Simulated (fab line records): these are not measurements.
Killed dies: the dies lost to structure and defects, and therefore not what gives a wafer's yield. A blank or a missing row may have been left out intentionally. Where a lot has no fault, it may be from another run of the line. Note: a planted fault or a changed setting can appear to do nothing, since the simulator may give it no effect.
A struck lot beside a sound one + flow n5_finfet + 15 steps out of a route of 1938
Sound: the wafers L415.1, L415.4, L415.6. Struck: wafer L421.1 (L421.4, L421.6, from the same lot, were not struck and are left out); the cause is given at the end.
At each step with rows: each side's tool, then ch and its chambers, then its first start. Under that, the readings that differ: sound wafers + struck wafers + difference of the means + sigmas: that difference in standard deviations of wafers without a fault.
alike: readings with means less than 2 such deviations apart, plus words and numbers identical on both sides. not compared: withheld readings, readings lacking a value on some wafer, bounds such as >300 that could conceal the same value, and numbers that have no deviation in the record and whose values overlap.
Wherever a step has rows on one side only, a row that says differs or no value, or a row with sigmas, the two part there. When numbers do not overlap yet have no deviation, they are printed without sigmas and do not part them. Lack of a reading on every wafer of one side parts them only where that side has two or more wafers.

first, 2 steps without rows for these wafers: N5_BEOL_M4_CO_CAP_55 (material Co, precursor CCTBA/H2, target thk 2 nm, time 102.1 s); N5_BEOL_M4_PRE_CLEAN_56 (time 15 s).
N5_BEOL_M4_DEP_57: deposits SiCN from 3MS/NH3, target thk 8 nm, time 14 s.
  sound on pecvd-04 ch 0,2, day 8 09:40; struck on pecvd-03 ch 2, day 10 20:52
| reading                | sound       | struck | difference | sigmas |
|------------------------|-------------|--------|------------|--------|
| throttle_valve_pct (%) | 9.3 9.0 9.0 | 8.0    | -1.1       | -2     |
  alike: chamber_pressure_Torr, showerhead_plenum_p_Torr
N5_BEOL_M4_RS_MEAS_58: a four-point-probe measurement.
  sound on film_metro-01 at day 8 09:44; struck on film_metro-01 at day 10 20:56
| reading        | sound          | struck | difference | sigmas |
|----------------|----------------|--------|------------|--------|
| M4_RS (ohm/sq) | 0.65 0.66 0.63 | 0.75   | +0.10      | +3     |
N5_BEOL_M4_INSPECT_59: inspects for defects (darkfield).
  sound on defect_inspect-01 at day 8 09:46; struck on defect_inspect-02 at day 10 20:57
  alike: raw_defect_count
N5_BEOL_M4_RC_MEAS_101:
  sound on prober-01 ch 0, day 8 09:47; struck on prober-01 ch 0, day 10 20:59
| reading       | sound       | struck | difference | sigmas |
|---------------|-------------|--------|------------|--------|
| ION_P (uA/um) | 468 466 468 | 451    | -16        | -2     |
  alike: DIBL_N, DIBL_P, IOFF_N, IOFF_P, ION_N, SS_N, SS_P, VT_N, VT_P
N5_BEOL_M5_ILD_DEP_00: deposits SiCOH lowk from DEMS/porogen, target thk 140.64 nm, time 25.9 s.
  sound on pecvd-02 ch 0,2, day 8 10:45; struck on pecvd-04 ch 1, day 10 21:56
  alike: chamber_pressure_Torr, heater_power_w, showerhead_plenum_p_Torr, throttle_valve_pct
N5_BEOL_M5_CURE_79: cures SiCOH lowk, time 240 s.
  sound on uv_cure-02 ch 0, day 8 10:49; struck on uv_cure-03 ch 0, day 10 22:00
  alike: lamp_power_pct, wafer_temp_C_max
N5_BEOL_M5_THK_MEAS_01:
  sound on film_metro-02 at day 8 11:20; struck on film_metro-01 at day 10 22:31
  alike: M5_ILD_THK
N5_BEOL_M5_PECVD_70: deposits SiO2 from TEOS/O2, target thk 16 nm, time 18 s.
  sound on pecvd-01 ch 0,1,2, day 8 11:22; struck on pecvd-04 ch 1, day 10 22:33
  alike: chamber_pressure_Torr, heater_power_w, showerhead_plenum_p_Torr, throttle_valve_pct
N5_BEOL_M5_HM_DEP_02: deposits TiN, target thk 20 nm.
  sound on pvd_sputter-02 at day 8 11:53; struck on pvd_sputter-02 at day 10 22:37
  alike: throttle_valve_pct
then, 1 step without rows for these wafers: N5_BEOL_M5_COAT_59 (time 60 s, resist thk 60 nm).
N5_BEOL_M5_COAT_60: time 60 s, resist thk 12 nm.
  sound on litho_track-04 ch 0, day 8 12:01; struck on litho_track-04 ch 0, day 10 22:44
| reading          | sound             | struck | difference | sigmas |
|------------------|-------------------|--------|------------|--------|
| run_length_s (s) | 65.99 66.05 66.18 | 74.06  | +7.99      | +36    |
  alike: dispense_pressure_kPa, resist_line_temp_C
then, 1 step without rows for these wafers: N5_BEOL_M5_COAT_71 (time 60 s, resist thk 5 nm).
-- here the record skips 5 days between the struck wafers' starts before and after, leaving off in module BEOL_M5 and picking up in module PASSIVATION (first step shown: number 1936 of the route) --
N5_PASSIVATION_PROBE_49:
  sound on prober-02 at day 13 19:55; struck on prober-02 at day 15 13:10
  alike: defect_limited_yield, killed_at_M0_to_M3, killed_at_M4_up, killed_at_contacts, killed_at_front_end, killed_at_other, killed_dies, killed_on_rim, killed_open, killed_short, sort_bin_5_function, sort_bin_6_memory, sort_n_pass, sort_yield_pct

WHERE THEY PART
Earliest at N5_BEOL_M4_DEP_57; latest, in this record, at N5_BEOL_M5_COAT_60. Later steps at which nothing parts them and some readings are alike: N5_PASSIVATION_PROBE_49.

WHY: whatever the simulator had introduced
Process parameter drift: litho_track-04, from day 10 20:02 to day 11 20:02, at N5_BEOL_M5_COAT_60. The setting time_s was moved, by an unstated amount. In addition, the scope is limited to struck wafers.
